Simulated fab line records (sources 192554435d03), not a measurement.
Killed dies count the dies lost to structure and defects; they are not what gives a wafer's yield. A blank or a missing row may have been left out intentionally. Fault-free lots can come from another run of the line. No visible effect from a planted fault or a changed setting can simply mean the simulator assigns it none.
Chamber matching ; flow n5 finfet ; rie diel-01 running N5_BEOL_M0_SAQP_CUT_ETCH_46: 4 sister chambers
The step etches SOC in N2/H2, target depth 135 nm, overetch 27 nm, time 202.5 s. 8 wafers are shown with their chamber, then 11 later ones without.

== WAFERS WITH THEIR CHAMBER ==
wafer;chamber;drypump motor current A (A);showerhead plenum p Torr (Torr)
L075.2;0;5.7;2.51
L078.4;0;5.7;2.51
L087.2;3;5.4;2.53
L087.3;1;5.5;2.52
L088.3;1;5.5;2.52
L088.5;3;5.4;2.53
L088.6;2;6.3;2.46
L090.2;2;6.2;2.45

== WAFERS WITHOUT THEIR CHAMBER ==
wafer;drypump motor current A (A);showerhead plenum p Torr (Torr)
L090.4;5.4;2.53
L090.6;5.5;2.51
L093.1;5.4;2.53
L093.2;5.5;2.51
L093.3;6.3;2.45
L095.1;6.3;2.45
L095.3;5.5;2.51
L095.6;5.5;2.51
L096.2;6.3;2.45
L096.3;5.5;2.51
L096.6;5.4;2.52

== CHAMBER TAKEN BY EACH ==
wafer;from the rows above;in truth
L090.4;3;3
L090.6;1;1
L093.1;3;3
L093.2;1;1
L093.3;2;2
L095.1;2;2
L095.3;1;1
L095.6;1;1
L096.2;2;2
L096.3;1;1
L096.6;can't be placed: 1 or 3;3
Correctly placed: 10 of 11. Not placeable from these rows: 1 (in 1, the candidates include the true chamber). 0 placed wrongly.
How it was worked out, from the rows above alone: a wafer's distance from a chamber is the root of the sum, over the readings, of the square of ((its reading less the chamber's mean) divided by the reading's scatter). The wafer belongs to the nearest chamber; if the next one is less than 2 further off, it can't be placed. Each chamber's mean is taken over the wafers shown for it. The scatter is the square root of a quotient: the sum, over the shown wafers, of each reading's squared deviation from its chamber's mean, divided by wafers minus chambers.
